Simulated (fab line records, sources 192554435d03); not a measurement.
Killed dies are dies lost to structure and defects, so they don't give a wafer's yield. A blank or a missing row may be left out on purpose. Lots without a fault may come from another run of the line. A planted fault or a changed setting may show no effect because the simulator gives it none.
fab line records | flow n5_finfet
record lots=7 wafers=21
route steps=1938 shown PASS1_DEP@1831 MIM_BOT@1833 PASSIVATION@1910
start_h: hours from the record's first day to the start of the lot's first wafer shown | wait_h: hours since the lot's step before | " the same as in the row above | L1.1+2: a row that stands for several wafers | - no value, or no start given | * or withheld: withheld | < > ~ a bound
route shown NAME@n: a module of which the file shows steps, and the number in the route of the first | usual: mean/standard deviation of fault-free wafers | same: alike in all rows | chamber/n: place in a boat | sites: the reading at each site | _std_site: their standard deviation | _edge_site: outer sites' mean less inner sites' | radius_mm: how far each site lies from the wafer's centre | mask NAME#n: copy n | behind: the tool/chamber that last shaped the wafer | hold: why the lot was held/for how many hours/how that ended | device: the transistor (n, p or np) that didn't switch | end of line: the same wafers' tests at the end of the route | a step without rows: its recipe alone | killed: dies lost to structure and defects at the first sort, not the wafer's yield | map: a wafer's dies, x killed, . not, _ none there
set.NAME: the setting as run; set.NAME@STEP: as run at that earlier step | model.NAME: the simulator's own value behind a step, which no gauge read
lots whose settings were changed on purpose; a table a step, a row a wafer
## steps
# step N5_PASSIVATION_PECVD_00
# recipe material=SiO2 target_thk_a=2000 temp_c=400 precursor=SiH4/N2O pressure_torr=2.7 rf_w=608 time_s=11.2
# columns lot.wafer tool chamber start_h wait_h set.time_s model.SiO2_of_PASSIVATION_PECVD_00.thk_nm
L082.2 pecvd-03 2 320.82 0.7 10.48 187.4
L082.4 " 1 " " 10.48 187.2
L082.6 " 2 " " 10.48 193.6
L078.3 pecvd-01 1 325.08 0.5 11.2 194.8
L078.4 " 2 " " 11.2 200.8
L078.5 " 0 " " 11.2 202.8
L084.1 pecvd-03 2 334.78 0.8 11.2 203.8
L084.2 " 0 " " 11.2 200
L084.4 " 0 " " 11.2 202.6
L086.1 pecvd-03 2 349.87 0.8 10.07 181
L086.5 " 2 " " 11.2 205.4
L086.6 " 0 " " 11.2 201.2
L090.4 pecvd-03 2 378.97 0.4 12.72 229.4
L090.5 " 1 " " 11.2 197.8
L090.6 " 0 " " 12.72 228.8
L089.1 pecvd-01 0 386.96 0.8 12.01 216
L089.3 " 1 " " 11.2 196.2
L089.4 " 2 " " 12.01 217.4
L093.1 pecvd-01 1 410.91 0.8 11.2 195.4
L093.4 " 1 " " 12.48 219.6
L093.6 " 2 " " 12.48 224.2
# step N5_MIM_BOT_SPUTTER_00
# recipe material=TiN target_thk_a=350 temp_c=200 power_w=3000 chamber_pressure_pa=0.49996 gas=Ar reactive_partial_pa=0.37997 time_s=89.7
# columns lot.wafer tool chamber start_h wait_h set.time_s model.TiN_of_MIM_BOT_SPUTTER_00.thk_nm
L082.2 pvd_sputter-02 - 321.23 0.0 89.7 35.2
L082.4 " - " " 89.7 34.8
L082.6 " - " " 100.6 39.4
L078.3 pvd_sputter-02 - 326.48 0.0 89.7 34.6
L078.4 " - " " 89.7 35
L078.5 " - " " 89.7 34.4
L084.1 pvd_sputter-02 - 335.48 0.0 89.7 34.4
L084.2 " - " " 89.7 35
L084.4 " - " " 89.7 35.2
L086.1+6 pvd_sputter-03 - 350.59 0.0 89.7 35.8
L086.5 " - " " 89.7 36
L090.4 pvd_sputter-01 - 379.62 0.0 89.7 35.2
L090.5 " - " " 85.89 33.4
L090.6 " - " " 85.89 33.6
L089.1 pvd_sputter-03 - 387.77 0.0 98.68 39
L089.3 " - " " 89.7 35.6
L089.4 " - " " 89.7 35.2
L093.1 pvd_sputter-03 - 412.18 0.0 89.7 35.4
L093.4 " - " " 94.09 36.8
L093.6 " - " " 89.7 35.2
# step N5_PASSIVATION_ETCH_59
# recipe chemistry=Cl2/BCl3 target=TaN target_depth_a=650 time_s=34.9 ion_energy_ev=100 pressure_mtorr=10 icp_w=900 bias_w=100 Cl2_flow_sccm=60 bcl3_flow_sccm=30
# columns lot.wafer tool chamber start_h wait_h set.time_s model.etch.depth_nm
L082.2 rie_metal-03 0 327.91 0.3 32.93 60.39
L082.4 " 1 " " 34.9 63.11
L082.6 " 1 " " 32.93 59.27
L078.3+4 rie_metal-03 1,0 337.13 0.2 34.9 63.37
L078.5 " 1 " " 34.9 63.16
L084.1 rie_metal-03 0 342.26 0.3 31.22 57.07
L084.2 " 1 " " 31.22 56.61
L084.4 " 0 " " 31.22 57.18
L086.1 rie_metal-01 0 361.77 0.3 38.9 74.5
L086.5 " 0 " " 34.9 66.67
L086.6 " 1 " " 38.9 75.48
L090.4 rie_metal-03 0 390.05 0.4 34.9 63.9
L090.5 " 0 " " 34.9 63.51
L090.6 " 0 " " 34.9 63.85
L089.1 rie_metal-02 1 394.39 0.3 34.9 67.37
L089.3 " 0 " " 34.9 62.13
L089.4 " 1 " " 27.11 52.23
L093.1 rie_metal-01 1 420.99 0.3 42.52 82.05
L093.4 " 1 " " 34.9 67.24
L093.6 " 1 " " 34.9 67.26
## key
split step=N5_PASSIVATION_PECVD_00 setting=time_s stated=11.2 by=wafer
response step=N5_PASSIVATION_PECVD_00 reading=model.SiO2_of_PASSIVATION_PECVD_00.thk_nm change=+2.35 per=1% r=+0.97
split step=N5_MIM_BOT_SPUTTER_00 setting=time_s stated=89.7 by=wafer
response step=N5_MIM_BOT_SPUTTER_00 reading=model.TiN_of_MIM_BOT_SPUTTER_00.thk_nm change=+0.359 per=1% r=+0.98
split step=N5_PASSIVATION_ETCH_59 setting=time_s stated=34.9 by=wafer
response step=N5_PASSIVATION_ETCH_59 reading=model.etch.depth_nm change=+0.629 per=1% r=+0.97
